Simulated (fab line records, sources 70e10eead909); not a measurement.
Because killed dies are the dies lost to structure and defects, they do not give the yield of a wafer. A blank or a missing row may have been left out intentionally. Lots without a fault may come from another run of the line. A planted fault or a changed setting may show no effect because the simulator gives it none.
Matching of chambers / flow nand_harc / NHARC_A_CONTACT_ETCH_91 on rie_diel-12 has 4 sister chambers
The step etches the open film in CH3F/O2, target depth 40 nm, time 85.7 s. 18 wafers are shown with their chamber, then 9 later ones without.

WAFERS PAIRED WITH THEIR CHAMBERS
wafer=L606.1; chamber=2; drypump_motor_current_A (A)=5.7; rf_vpp_V (V)=244.7; oes_product_au (a.u.)=0.94
wafer=L606.4; chamber=3; drypump_motor_current_A (A)=6.0; rf_vpp_V (V)=246.3; oes_product_au (a.u.)=0.91
wafer=L606.6; chamber=2; drypump_motor_current_A (A)=5.8; rf_vpp_V (V)=243.8; oes_product_au (a.u.)=0.94
wafer=L605.1; chamber=1; drypump_motor_current_A (A)=5.5; rf_vpp_V (V)=241.9; oes_product_au (a.u.)=0.92
wafer=L605.2; chamber=2; drypump_motor_current_A (A)=5.7; rf_vpp_V (V)=244.5; oes_product_au (a.u.)=0.93
wafer=L605.5; chamber=2; drypump_motor_current_A (A)=5.7; rf_vpp_V (V)=243.2; oes_product_au (a.u.)=0.94
wafer=L607.1; chamber=2; drypump_motor_current_A (A)=5.7; rf_vpp_V (V)=243.1; oes_product_au (a.u.)=1.01
wafer=L607.3; chamber=0; drypump_motor_current_A (A)=5.3; rf_vpp_V (V)=244.5; oes_product_au (a.u.)=1.00
wafer=L607.5; chamber=2; drypump_motor_current_A (A)=5.8; rf_vpp_V (V)=242.5; oes_product_au (a.u.)=1.02
wafer=L612.1; chamber=3; drypump_motor_current_A (A)=6.0; rf_vpp_V (V)=245.8; oes_product_au (a.u.)=0.92
wafer=L612.2; chamber=0; drypump_motor_current_A (A)=5.3; rf_vpp_V (V)=245.3; oes_product_au (a.u.)=0.93
wafer=L612.3; chamber=2; drypump_motor_current_A (A)=5.7; rf_vpp_V (V)=244.7; oes_product_au (a.u.)=0.94
wafer=L614.1; chamber=3; drypump_motor_current_A (A)=6.0; rf_vpp_V (V)=245.8; oes_product_au (a.u.)=0.90
wafer=L614.2; chamber=1; drypump_motor_current_A (A)=5.5; rf_vpp_V (V)=242.1; oes_product_au (a.u.)=0.91
wafer=L614.6; chamber=0; drypump_motor_current_A (A)=5.3; rf_vpp_V (V)=245.2; oes_product_au (a.u.)=0.93
wafer=L613.1; chamber=0; drypump_motor_current_A (A)=5.3; rf_vpp_V (V)=245.7; oes_product_au (a.u.)=0.93
wafer=L613.2; chamber=3; drypump_motor_current_A (A)=6.0; rf_vpp_V (V)=246.7; oes_product_au (a.u.)=0.90
wafer=L613.3; chamber=2; drypump_motor_current_A (A)=5.7; rf_vpp_V (V)=244.9; oes_product_au (a.u.)=0.94

SIGNATURES (means of the wafers above)
reading=drypump_motor_current_A; chamber 0=5.300; chamber 1=5.500; chamber 2=5.725; chamber 3=6.000; scatter within a chamber=0.0327
reading=rf_vpp_V; chamber 0=245.175; chamber 1=242.000; chamber 2=243.925; chamber 3=246.150; scatter within a chamber=0.711
reading=oes_product_au; chamber 0=0.9475; chamber 1=0.9150; chamber 2=0.9575; chamber 3=0.9075; scatter within a chamber=0.0304
Rule: a wafer lies at a distance from a chamber equal to the root of the sum of squares, over the readings, of (its reading less the chamber's mean, divided by the reading's scatter). The wafer belongs to the nearest chamber; if the next one is less than 2 further off, it can't be placed. The scatter is the square root of a quotient: the sum, over the shown wafers, of each reading's squared deviation from its chamber's mean, divided by wafers minus chambers.

WAFERS WITH NO CHAMBER GIVEN
wafer=L616.3; drypump_motor_current_A (A)=6.0; rf_vpp_V (V)=245.0; oes_product_au (a.u.)=0.91
wafer=L616.4; drypump_motor_current_A (A)=5.7; rf_vpp_V (V)=244.5; oes_product_au (a.u.)=0.93
wafer=L616.5; drypump_motor_current_A (A)=5.3; rf_vpp_V (V)=246.2; oes_product_au (a.u.)=0.92
wafer=L615.1; drypump_motor_current_A (A)=5.7; rf_vpp_V (V)=242.9; oes_product_au (a.u.)=0.93
wafer=L615.3; drypump_motor_current_A (A)=5.5; rf_vpp_V (V)=242.4; oes_product_au (a.u.)=0.91
wafer=L615.6; drypump_motor_current_A (A)=5.3; rf_vpp_V (V)=245.2; oes_product_au (a.u.)=0.93
wafer=L622.3; drypump_motor_current_A (A)=6.0; rf_vpp_V (V)=245.1; oes_product_au (a.u.)=0.90
wafer=L622.5; drypump_motor_current_A (A)=5.7; rf_vpp_V (V)=242.7; oes_product_au (a.u.)=0.93
wafer=L622.6; drypump_motor_current_A (A)=5.5; rf_vpp_V (V)=241.5; oes_product_au (a.u.)=0.91

WHICH CHAMBER EACH ONE RAN IN
wafer=L616.3; from the rows above=3; in truth=3
wafer=L616.4; from the rows above=2; in truth=2
wafer=L616.5; from the rows above=0; in truth=0
wafer=L615.1; from the rows above=2; in truth=2
wafer=L615.3; from the rows above=1; in truth=1
wafer=L615.6; from the rows above=0; in truth=0
wafer=L622.3; from the rows above=3; in truth=3
wafer=L622.5; from the rows above=2; in truth=2
wafer=L622.6; from the rows above=1; in truth=1
Correct placement for 9 of the 9. From these rows, 0 cannot be placed. Placed wrongly: 0.
